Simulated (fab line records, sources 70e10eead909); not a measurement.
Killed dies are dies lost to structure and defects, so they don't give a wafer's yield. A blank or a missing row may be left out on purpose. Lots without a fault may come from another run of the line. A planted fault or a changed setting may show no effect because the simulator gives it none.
Chamber matching | flow nand_harc | NHARC_A_CONTACT_ETCH_75 on rie_diel-02: 4 sister chambers
The step etches the open film in CF4, target depth 39 nm, time 65 s. 27 wafers are shown with their chamber, then 12 later ones without.

WAFERS WITH THEIR CHAMBER
wafer  | chamber | drypump_motor_current_A (A) | showerhead_plenum_p_Torr (Torr) | rf_vpp_V (V)
L074.2 | 0       | 6.3                         | 1.86                            | 152.5
L074.4 | 2       | 5.5                         | 1.66                            | 149.6
L074.6 | 0       | 6.3                         | 1.86                            | 150.1
L077.1 | 2       | 5.5                         | 1.66                            | 150.4
L077.3 | 1       | 4.9                         | 1.80                            | 151.0
L077.5 | 1       | 4.9                         | 1.80                            | 150.5
L079.1 | 2       | 5.5                         | 1.66                            | 149.5
L079.2 | 1       | 4.9                         | 1.80                            | 150.1
L079.3 | 3       | 5.8                         | 1.84                            | 151.8
L080.1 | 3       | 5.8                         | 1.84                            | 154.0
L080.5 | 2       | 5.5                         | 1.66                            | 149.6
L080.6 | 1       | 4.9                         | 1.80                            | 151.2
L081.4 | 2       | 5.5                         | 1.66                            | 149.8
L081.5 | 0       | 6.3                         | 1.86                            | 152.7
L081.6 | 1       | 4.9                         | 1.80                            | 153.8
L085.1 | 3       | 5.8                         | 1.84                            | 151.8
L085.3 | 1       | 4.9                         | 1.80                            | 152.7
L085.5 | 3       | 5.8                         | 1.83                            | 152.0
L086.1 | 0       | 6.3                         | 1.86                            | 152.3
L086.3 | 3       | 5.8                         | 1.83                            | 151.6
L086.5 | 3       | 5.8                         | 1.83                            | 152.0
L084.2 | 1       | 4.9                         | 1.80                            | 152.4
L084.3 | 0       | 6.3                         | 1.86                            | 152.5
L084.4 | 3       | 5.8                         | 1.83                            | 152.5
L088.1 | 3       | 5.7                         | 1.83                            | 152.0
L088.3 | 2       | 5.5                         | 1.65                            | 149.3
L088.6 | 1       | 4.9                         | 1.80                            | 152.0

SIGNATURES (means of the wafers above)
reading                  | chamber 0 | chamber 1 | chamber 2 | chamber 3 | scatter within a chamber
drypump_motor_current_A  | 6.300     | 4.900     | 5.500     | 5.787     | 0.0195
showerhead_plenum_p_Torr | 1.8600    | 1.8000    | 1.6583    | 1.8337    | 0.00343
rf_vpp_V                 | 152.020   | 151.713   | 149.700   | 152.213   | 0.939
Rule: a wafer's distance from a chamber is the root of the sum, over the readings, of the square of ((its reading less the chamber's mean) divided by the reading's scatter). The wafer belongs to the nearest chamber; if the next one is less than 2 further off, it can't be placed. The scatter: the root of (the sum of the squares of (reading less its chamber's mean) over the shown wafers, divided by (wafers less chambers)).

WAFERS WITHOUT THEIR CHAMBER
wafer  | drypump_motor_current_A (A) | showerhead_plenum_p_Torr (Torr) | rf_vpp_V (V)
L090.1 | 5.5                         | 1.65                            | 149.7
L090.2 | 4.9                         | 1.80                            | 151.6
L090.3 | 5.8                         | 1.83                            | 152.1
L091.4 | 4.9                         | 1.80                            | 151.6
L091.5 | 5.8                         | 1.83                            | 152.4
L091.6 | 5.5                         | 1.65                            | 149.6
L092.1 | 5.5                         | 1.65                            | 150.6
L092.2 | 5.8                         | 1.83                            | 152.5
L092.6 | 5.5                         | 1.65                            | 150.3
L095.2 | 4.9                         | 1.79                            | 151.7
L095.3 | 5.5                         | 1.65                            | 149.4
L095.4 | 4.9                         | 1.79                            | 151.8

WHICH CHAMBER EACH WENT THROUGH
wafer  | from the rows above | in truth
L090.1 | 2                   | 2
L090.2 | 1                   | 1
L090.3 | 3                   | 3
L091.4 | 1                   | 1
L091.5 | 3                   | 3
L091.6 | 2                   | 2
L092.1 | 2                   | 2
L092.2 | 3                   | 3
L092.6 | 2                   | 2
L095.2 | 1                   | 1
L095.3 | 2                   | 2
L095.4 | 1                   | 1
Placed correctly: 12 of 12. Can't be placed from these rows: 0. Placed wrongly: 0.
